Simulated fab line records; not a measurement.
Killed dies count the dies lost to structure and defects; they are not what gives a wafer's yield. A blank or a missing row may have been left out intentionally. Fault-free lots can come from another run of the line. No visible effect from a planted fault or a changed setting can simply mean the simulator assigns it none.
Chamber matching + flow nandHarc + aldHk-02 running NHARC_A_CHANNEL_FILL_D2_ALD_14: 4 sister chambers
The step deposits SiO2, target thk 2.5 nm, pulse time 10 s, ald cycles 25. 16 wafers are shown with their chamber, then 8 later ones without.

EACH WAFER AND ITS CHAMBER
| wafer  | chamber | heaterPowerW (W) | precursorPulseHeightRel |
|--------|---------|------------------|-------------------------|
| L074.1 | 2       | 531              | 0.998                   |
| L074.2 | 1       | 545              | 1.012                   |
| L074.3 | 0       | 491              | 0.993                   |
| L074.4 | 3       | 398              | 1.022                   |
| L074.5 | 1       | 523              | 0.989                   |
| L074.6 | 2       | 524              | 0.998                   |
| L080.2 | 3       | 392              | 1.026                   |
| L080.3 | 0       | 489              | 1.033                   |
| L080.5 | 0       | 493              | 1.009                   |
| L085.2 | 2       | 528              | 0.982                   |
| L085.3 | 3       | 394              | 0.955                   |
| L085.6 | 3       | 388              | 1.027                   |
| L087.4 | 1       | 504              | 1.001                   |
| L087.5 | 1       | 518              | 0.989                   |
| L087.6 | 2       | 525              | 0.965                   |
| L090.1 | 3       | 378              | 1.013                   |

SIGNATURES (means of the wafers above)
| reading                 | chamber 0 | chamber 1 | chamber 2 | chamber 3 | scatter within a chamber |
|-------------------------|-----------|-----------|-----------|-----------|--------------------------|
| heaterPowerW            | 491.00    | 522.50    | 527.00    | 390.00    | 9.74                     |
| precursorPulseHeightRel | 1.01167   | 0.99775   | 0.98575   | 1.00860   | 0.0217                   |
Rule: a wafer lies at a distance from a chamber equal to the root of the sum of squares, over the readings, of (its reading less the chamber's mean, divided by the reading's scatter). The wafer belongs to the nearest chamber; if the next one is less than 2 further off, it can't be placed. The scatter is the square root of a quotient: the sum, over the shown wafers, of each reading's squared deviation from its chamber's mean, divided by wafers minus chambers.

WAFERS WITH NO CHAMBER GIVEN
| wafer  | heaterPowerW (W) | precursorPulseHeightRel |
|--------|------------------|-------------------------|
| L090.3 | 532              | 0.977                   |
| L090.4 | 507              | 1.021                   |
| L093.2 | 493              | 0.964                   |
| L093.3 | 541              | 0.988                   |
| L093.6 | 499              | 0.975                   |
| L094.1 | 516              | 0.997                   |
| L094.3 | 504              | 0.981                   |
| L094.4 | 525              | 1.038                   |

CHAMBER TAKEN BY EACH
| wafer  | from the rows above          | in truth |
|--------|------------------------------|----------|
| L090.3 | can't be placed: 2 or 1      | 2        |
| L090.4 | can't be placed: 0 or 1 or 2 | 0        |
| L093.2 | can't be placed: 0 or 1 or 2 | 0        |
| L093.3 | can't be placed: 2 or 1      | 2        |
| L093.6 | can't be placed: 0 or 1 or 2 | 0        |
| L094.1 | can't be placed: 1 or 2 or 0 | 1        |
| L094.3 | can't be placed: 0 or 1 or 2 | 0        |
| L094.4 | can't be placed: 1 or 2 or 0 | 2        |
Placed correctly: 0 of 8. Not placeable from these rows: 8 (in 8, the candidates include the true chamber). Number placed wrongly: 0.
